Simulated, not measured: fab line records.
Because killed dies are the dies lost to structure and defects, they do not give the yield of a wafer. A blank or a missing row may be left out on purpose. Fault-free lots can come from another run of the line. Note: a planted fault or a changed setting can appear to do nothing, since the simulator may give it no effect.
Chamber matching | flow n5 finfet | 4 sister chambers for N5_BEOL_M0_SAQP_ETCH_101 on rie diel-02
The step etches SiNx in CH3F/O2, target depth 29.9 nm, time 42.7 s. 8 wafers are shown with their chamber, then 7 later ones without.

WAFERS PAIRED WITH THEIR CHAMBERS
wafer  | chamber | showerhead plenum p Torr (Torr) | throttle valve pct (%)
L083.5 | 0       | 1.95                            | 16.00
L084.1 | 2       | 1.99                            | 16.71
L084.6 | 1       | 2.07                            | 16.58
L090.2 | 2       | 1.99                            | 16.72
L090.3 | 3       | 2.15                            | 16.49
L090.4 | 0       | 1.95                            | 15.99
L093.1 | 1       | 2.07                            | 16.61
L093.2 | 3       | 2.14                            | 16.51

WAFERS WHOSE CHAMBER IS MISSING
wafer  | showerhead plenum p Torr (Torr) | throttle valve pct (%)
L093.4 | 1.98                            | 16.71
L094.1 | 2.14                            | 16.51
L094.2 | 2.07                            | 16.61
L094.3 | 1.95                            | 16.00
L097.1 | 1.95                            | 16.01
L097.5 | 1.98                            | 16.75
L097.6 | 2.14                            | 16.51

THE CHAMBER EACH PASSED THROUGH
wafer  | from the rows above | in truth
L093.4 | 2                   | 2
L094.1 | 3                   | 3
L094.2 | 1                   | 1
L094.3 | 0                   | 0
L097.1 | 0                   | 0
L097.5 | 2                   | 2
L097.6 | 3                   | 3
7 of 7 placed correctly. Number that these rows cannot place: 0. Number placed wrongly: 0.
How it was worked out, from the rows above alone: a wafer's distance from a chamber is the root of the sum, over the readings, of the square of ((its reading less the chamber's mean) divided by the reading's scatter). If the next closest chamber is less than 2 further off than the closest, the wafer can't be placed; otherwise it belongs to the closest. The mean given for a chamber averages the wafers shown for that chamber. The scatter: take each reading less its chamber's mean, square it, sum over the shown wafers, divide by the number of wafers less the number of chambers, and take the root.
